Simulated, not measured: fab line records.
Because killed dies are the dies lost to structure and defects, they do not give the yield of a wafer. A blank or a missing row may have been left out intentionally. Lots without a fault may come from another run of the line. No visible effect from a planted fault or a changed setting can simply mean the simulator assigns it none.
Struck lot and sound lot, side by side :: flow n5-finfet :: 41 steps out of a route of 1938
Sound: these wafers, L510.1, L510.2, L510.5. Wafers L525.1, L525.2, L525.5 were the ones struck. The cause is given at the end.
Per side, at each step with rows, come the tool, then ch with its chambers, and then its first start. Under that, the readings that differ: sound wafers :: struck wafers :: difference of the means :: sigmas: that difference in standard deviations of wafers without a fault.
alike: readings whose means differ by less than 2 such deviations, and words and numbers that are the same on both sides. not compared: withheld readings, readings that some wafer has no value for, bounds like >300 that may hide the same value, and numbers for which the record gives no deviation and whose values overlap.
Wherever a step has rows on one side only, a row that says differs or no value, or a row with sigmas, the two part there. Numbers that don't overlap but have no deviation are shown without sigmas and don't part them. Lack of a reading on every wafer of one side parts them only where that side has two or more wafers.

first, 8 steps without rows for these wafers: N5_BEOL_M0_ETCH_138 (etches SiCN in CH3F/O2, target depth 12 nm, time 31.6 s); N5_BEOL_M0_HM_OPEN_105 (chemistry Cl2/BCl3, target TiN, target depth 12 nm); N5_BEOL_M0_STRIP_140 (strips in CF4); N5_BEOL_M0_STRIP_104 (strips in N2/H2); N5_BEOL_M0_WET_ETCH_106 (etches SiO2 in DHF, target depth 130 nm, rinse time 30 s); N5_BEOL_M0_ETCH_128 (etches SiCN in CF4/N2, target depth 12 nm, overetch 5.1 nm, time 21.4 s); N5_BEOL_M0_TRENCH_ETCH_107 (etches SiOC in C4F6/O2, target depth 32.8 nm, time 16.4 s); N5_BEOL_M0_STRIP_142 (strips in N2/H2, time 10 s).
N5_BEOL_M0_OCD_MEAS_108:
  sound on ocd-01 at day 6 04:07; struck on ocd-01 at day 9 19:01
  alike: trench-depth-nm
then, 3 steps without rows for these wafers: N5_BEOL_M0_HM_STRIP_129 (strips TiN in peroxide tin strip, target depth 17 nm, time 108 s); N5_BEOL_M0_SRD_130 (time 30 s); N5_BEOL_M0_ETCH_109 (etches SiCN in CH3F/O2, target depth 8 nm, overetch 2.4 nm, time 27.4 s).
N5_BEOL_M0_STRIP_139: strips in post etch residue remover, time 60 s.
  sound on wet-bench-04 ch 1,2,7, day 6 04:44; struck on wet-bench-03 ch 1,2,7, day 9 20:26
then, 6 steps without rows for these wafers: N5_BEOL_M0_SRD_111 (time 30 s); N5_BEOL_M0_DEGAS_112 (time 60 s); N5_BEOL_M0_PRE_CLEAN_113 (time 30 s); N5_BEOL_M0_ALD_136 (deposits TaN, pulse time 2 s, purge time 3 s, co reactant purge time 2 s); N5_BEOL_M0_SURFACE_TREAT_137; N5_BEOL_M0_CVD_115 (deposits Co from CCTBA/H2, time 120 s).
N5_BEOL_M0_SPUTTER_116: material Cu, target thk 4 nm, time 7.37 s.
  sound on pvd-sputter-02 at day 6 06:22; struck on pvd-sputter-02 at day 9 21:30
  alike: susceptor-temp-C, throttle-valve-pct
N5_BEOL_M0_ANNEAL_117: time 60 s.
  sound on pvd-sputter-02 at day 6 06:26; struck on pvd-sputter-02 at day 9 21:35
  alike: heater-power-w, susceptor-temp-C
then, 3 steps without rows for these wafers: N5_BEOL_M0_SPUTTER_132 (material Cu, target thk 4 nm, time 7.37 s); N5_BEOL_M0_ANNEAL_133 (time 60 s); N5_BEOL_M0_SPUTTER_134 (material Cu, target thk 4 nm, time 7.37 s).
N5_BEOL_M0_ANNEAL_135: time 60 s.
  sound on pvd-sputter-02 at day 6 06:41; struck on pvd-sputter-02 at day 9 21:49
  alike: heater-power-w, susceptor-temp-C
then, 4 steps without rows for these wafers: N5_BEOL_M0_SPUTTER_141 (material Cu, target thk 4 nm, time 7.37 s); N5_BEOL_M0_ECD_118 (material Cu, target thk 300 nm); N5_BEOL_M0_ANNEAL_119 (time 90 s); N5_BEOL_M0_CMP_120 (polishes, stops on SiOC, t overpolish 6.9 s).
N5_BEOL_M0_PRE_CLEAN_131: time 15 s.
  sound on cvd-co-01 ch 0,1,2, day 6 07:35; struck on cvd-co-01 ch 1,2, day 9 22:41
  alike: heater-power-outer-w, heater-power-w
  not compared: susceptor-temp-C
then, 3 steps without rows for these wafers: N5_BEOL_M0_CO_CAP_123 (material Co, precursor CCTBA/H2, target thk 2 nm, time 102.1 s); N5_BEOL_M0_PRE_CLEAN_124 (time 15 s); N5_BEOL_M0_DEP_125 (deposits SiCN from 3MS/NH3, target thk 8 nm, time 14 s).
N5_BEOL_M0_RS_MEAS_126: a four-point-probe measurement.
  sound on film-metro-01 at day 6 07:48; struck on film-metro-02 at day 9 22:56
  alike: M0_RS
then, 1 step without rows for these wafers: N5_BEOL_M1_ILD_DEP_00 (deposits SiOC from DEMS/O2, target thk 79 nm, time 15.3 s).
N5_BEOL_M1_THK_MEAS_01:
  sound on film-metro-01 at day 6 07:56; struck on film-metro-01 at day 9 23:05
  alike: M1_ILD_THK
N5_BEOL_M1_PECVD_72: deposits SiO2 from TEOS/O2, target thk 16 nm, time 18 s.
  sound on pecvd-03 ch 0,2, day 6 07:58; struck on pecvd-04 ch 0,2, day 9 23:07
  alike: heater-power-outer-w, heater-power-w, showerhead-plenum-p-Torr, susceptor-temp-C, throttle-valve-pct
then, 3 steps without rows for these wafers: N5_BEOL_M1_HM_DEP_02 (deposits TiN, target thk 20 nm); N5_BEOL_M1_COAT_61 (time 60 s, resist thk 60 nm); N5_BEOL_M1_COAT_62 (time 60 s, resist thk 12 nm).
-- here the record skips 7 days between the struck wafers' starts before and after, leaving off in module BEOL_M1 and picking up in module PASSIVATION (first step shown: number 1936 of the route) --
N5_PASSIVATION_PROBE_49:
  sound on prober-01 at day 12 22:58; struck on prober-01 at day 16 15:43
reading: defect-limited-yield (%)
sound: 91.2 91.5 92.5
struck: 84.5 82.7 84.3
difference: -7.9
sigmas: -6

reading: killed_at_M0_to_M3
sound: 35 19 23
struck: 123 132 117
difference: +98
sigmas: +10

reading: killed-dies
sound: 104 100 89
struck: 183 204 185
difference: +93
sigmas: +6

reading: sort_bin_5_function (%)
sound: 4.9 5.4 4.6
struck: 9.9 11.7 10.4
difference: +5.7
sigmas: +6

reading: sort-n-pass
sound: 1076 1080 1091
struck: 997 975 995
difference: -93
sigmas: -3

reading: sort-yield-pct (%)
sound: 91.2 91.5 92.5
struck: 84.5 82.6 84.3
difference: -7.9
sigmas: -3
  alike: killed_at_M4_up, killed-at-contacts, killed-at-front-end, killed-at-other, killed-on-rim, killed-open, killed-short, sort_bin_4_leakage, sort_bin_6_memory, sort_bin_8_speed

== WHERE THEY PART ==
Only at N5_PASSIVATION_PROBE_49, as far as this record shows.

WHY: what had been put in by the simulator
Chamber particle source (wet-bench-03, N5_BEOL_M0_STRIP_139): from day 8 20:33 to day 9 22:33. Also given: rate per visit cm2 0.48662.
